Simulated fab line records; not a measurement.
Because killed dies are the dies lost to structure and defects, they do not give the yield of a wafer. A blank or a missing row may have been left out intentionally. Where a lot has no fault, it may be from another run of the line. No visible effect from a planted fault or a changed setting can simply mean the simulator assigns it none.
Problem report in the 8D (eight disciplines) form, filled by code -- flow n5Finfet -- the parts of the form that need people (team, actions taken, sign-off) are left out

1. THE PROBLEM
cdNm at N5_BEOL_M0_CUTY_CD_MEAS_57 reads a mean of 155.8 nm on 2 wafers of 2 lots; wafers without a fault read 200.3 nm with a standard deviation of 1.1. That puts it -41 standard deviations away from the usual mean.
The step: target cd 200 nm.
First observed at day 9 18:58: wafer L456.1, on cdSem-03. At this step, 27 wafers from 9 lots have a number in the record. Rule for "out", or "out of limits": more than 4 standard deviations from the usual mean. All remaining wafers that have a number are taken as sound.

2. WHAT IT IS, WHAT IT ISN'T
question,is,is not
which readings at this step,cdNm,-
which lots,"L456, L458","L440, L441, L447, L448, L449, L460, L463"
which wafers of those lots,"L456.1, L458.5","L456.2, L456.3, L458.2, L458.4"
read on which gauges,"cdSem-01, cdSem-03",cdSem-02
when,from day 9 18:58,"up to then (17 sound wafers); but 8 sound wafers of L458, L460, L463 came after"

3. SUSPECTS, AND WHAT RULES EACH OUT
Counting: if a tool at a process step up to the reading ran every lot that is out, it stays a suspect. Sound lots after the first of them don't rule it out here, since some wafers of a struck lot are sound.
- the gauge at N5_BEOL_M0_CUTY_CD_MEAS_57: ruled out. Those wafers that are out were read across 2 gauges (cdSem-01, cdSem-03).
- rieDiel-03 at N5_BEOL_M0_SAQP_ETCH_106 (etches SOC in N2/H2, stops on SiNx, target depth 150 nm): kept. Ran every lot that is out, first one L456 (day 9 16:11); last sound lot up to then L449 (day 7 20:47).
- arfiScanner-01 at N5_BEOL_M0_CUTY_EXPOSE_54 (exposes mask M0 ABLK): kept. Ran every lot that is out, first one L456 (day 9 18:50); last sound lot up to then L448 (day 7 23:23).
- In rieDiel-03 at N5_BEOL_M0_SAQP_ETCH_106, the wafers that are out were processed in chamber 3 and their sound lot-mates in chambers 0, 1, 2.
After counting, rieDiel-03 at N5_BEOL_M0_SAQP_ETCH_106 and arfiScanner-01 at N5_BEOL_M0_CUTY_EXPOSE_54 remain.

4. THE CAUSE (what the simulator had put in)
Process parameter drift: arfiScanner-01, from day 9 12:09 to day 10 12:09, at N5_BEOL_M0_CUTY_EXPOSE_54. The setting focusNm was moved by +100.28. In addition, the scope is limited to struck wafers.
This tool is one of the 2 suspects left after counting.

5. THE CHAIN OF EFFECTS, in route order
Each row: a reading whose mean over the struck wafers that have a number lies more than 3 standard deviations from the usual. Scope: only readings with a usual standard deviation given in the record; hours: median across lots of the time from each lot's start at the first step in this table that gives one to its start at this step; sigmas: change in usual standard deviations.
hours,step,reading,usual,on struck wafers,change,sigmas
0,N5_BEOL_M0_CUTY_CD_MEAS_57,cdNm,200.3 nm,155.8,-44.6,-41
173,N5_PASSIVATION_PROBE_49,defectLimitedYield,91.4 %,6.8,-84.7,-60
173,N5_PASSIVATION_PROBE_49,killed_at_M0_to_M3,33,1024,+991,+90
173,N5_PASSIVATION_PROBE_49,killedDies,102,1100,+998,+59
173,N5_PASSIVATION_PROBE_49,killedOnRim,14,152,+138,+33
173,N5_PASSIVATION_PROBE_49,sort_bin_5_function,5.1 %,89.8,+84.7,+86
173,N5_PASSIVATION_PROBE_49,sortNPass,1077,80,-998,-48
173,N5_PASSIVATION_PROBE_49,sortYieldPct,91.3 %,6.8,-84.5,-50
Here are the process steps it includes:
- N5_PASSIVATION_PROBE_49

6. HOW IT WOULD HAVE BEEN CAUGHT EARLIER
7 hours passed between the start of the fault at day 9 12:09 and the first reading out of limits at a measuring or inspecting step in this record, taken at day 9 18:58.
Of the tool readings at N5_BEOL_M0_CUTY_EXPOSE_54 for which the record gives a usual standard deviation, none was out on any struck wafer, so an alarm limit of 4 standard deviations on them would not have fired.
Lots out: 2; of these, L458 started N5_BEOL_M0_CUTY_EXPOSE_54 on arfiScanner-01 after day 9 18:58. Putting the tool on hold at that point would have spared it.
